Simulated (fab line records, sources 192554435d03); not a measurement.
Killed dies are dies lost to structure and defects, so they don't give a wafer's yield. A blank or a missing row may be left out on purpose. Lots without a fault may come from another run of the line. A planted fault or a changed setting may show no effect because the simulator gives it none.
One fault seen from 2 desks | flow n5_finfet | each desk has only its own numbers; what lay behind them comes last

THE TOOL OWNER'S DESK: pecvd-01
The tool's own readings at N5_BEOL_M2_ILD_DEP_00 (deposits SiOC from DEMS/O2, target thk 79 nm, time 15.3 s): means of the sampled wafers that have a number, for each lot that ran on this tool. A lot is out of limits, marked OUT, if its mean lies more than 4 standard deviations from the usual mean; the brackets give that distance.
Columns: A = heater_power_w at N5_BEOL_M2_ILD_DEP_00, usual 489 W; B = showerhead_plenum_p_Torr at N5_BEOL_M2_ILD_DEP_00, usual 5.695 Torr; C = throttle_valve_pct at N5_BEOL_M2_ILD_DEP_00, usual 11.9 %
lot  | first seen here | A   | B     | C
L187 | day 8 01:50     | 420 | 5.720 | 11.2
L189 | day 8 05:25     | 438 | 5.705 | 11.6
L191 | day 8 15:15     | 430 | 5.712 | 11.6
L195 | day 9 10:06     | 412 | 5.703 | 11.8
L196 | day 9 19:08     | 420 | 5.690 | 12.2
L203 | day 11 03:55    | 463 | 5.704 | 11.7
L205 | day 11 23:01    | 371 | 5.701 | 11.5
L206 | day 12 06:45    | 494 | 5.698 | 12.2
This desk's finding: nothing out of limits on any of the 8 lots.

THE METROLOGY DESK
What the gauges read, lot by lot, whatever tool the lot ran on: means of the sampled wafers that have a number. A lot is out of limits, marked OUT, if its mean lies more than 4 standard deviations from the usual mean; the brackets give that distance. Of its 11 readings 7 are shown: the one that was out of limits first, and those that lie furthest out on some lot.
Columns: A = M2_ILD_THK at N5_BEOL_M2_THK_MEAS_01, usual 79.0 nm; B = DIBL_N at N5_BEOL_M4_RC_MEAS_101, usual 37.7 mV/V; C = DIBL_P at N5_BEOL_M4_RC_MEAS_101, usual 37.7 mV/V; D = ION_N at N5_BEOL_M4_RC_MEAS_101, usual 681 uA/um; E = SS_N at N5_BEOL_M4_RC_MEAS_101, usual 71.9 mV/dec; F = VT_N at N5_BEOL_M4_RC_MEAS_101, usual 248 mV; G = VT_P at N5_BEOL_M4_RC_MEAS_101, usual -249 mV
lot  | first seen here | A               | B    | C    | D   | E    | F   | G
L184 | day 7 01:42     | 80.5            | 38.4 | 38.9 | 677 | 72.4 | 247 | -243
L187 | day 8 01:53     | 78.8            | 37.7 | 37.1 | 686 | 71.3 | 248 | -252
L189 | day 8 05:29     | 79.8            | 37.3 | 37.6 | 673 | 71.9 | 249 | -251
L191 | day 8 15:19     | 79.5            | 39.4 | 39.4 | 674 | 72.4 | 248 | -249
L195 | day 9 10:10     | 78.7            | 40.7 | 41.3 | 712 | 72.0 | 243 | -247
L196 | day 9 19:12     | 78.7            | 38.3 | 36.9 | 680 | 72.1 | 246 | -251
L203 | day 11 03:59    | 106.9 (+21) OUT | 33.5 | 32.8 | 674 | 70.6 | 254 | -255
L204 | day 11 17:14    | 79.3            | 35.8 | 37.1 | 669 | 71.6 | 251 | -254
L205 | day 11 23:05    | 105.8 (+21) OUT | 36.5 | 36.6 | 671 | 71.7 | 251 | -249
L206 | day 12 06:49    | 92.8 (+11) OUT  | 37.2 | 36.9 | 684 | 71.5 | 246 | -248
L207 | day 12 09:20    | 80.5            | 35.6 | 35.2 | 676 | 71.5 | 249 | -247
This desk's finding: out of limits on L203, L205, L206; first on L203, day 11 03:59 (M2_ILD_THK at N5_BEOL_M2_THK_MEAS_01). In limits: L184, L187, L189, L191, L195, L196, L204, L207.

PUT TOGETHER
The metrology desk could have raised an alarm at day 11 03:59, on L203, L205, L206.
The tool owner's desk saw nothing out of limits.
The tool owner's desk has L203, L205, L206 on record, within its limits.
Of the lots named, all ran N5_BEOL_M2_ILD_DEP_00 on pecvd-01.

WHAT THE SIMULATOR HAD PUT IN
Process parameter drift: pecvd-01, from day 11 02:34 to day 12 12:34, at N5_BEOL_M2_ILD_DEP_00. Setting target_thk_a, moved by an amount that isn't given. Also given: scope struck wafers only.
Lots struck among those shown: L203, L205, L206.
Hours from the fault's start to each desk's first reading out of limits: the metrology desk, 1.
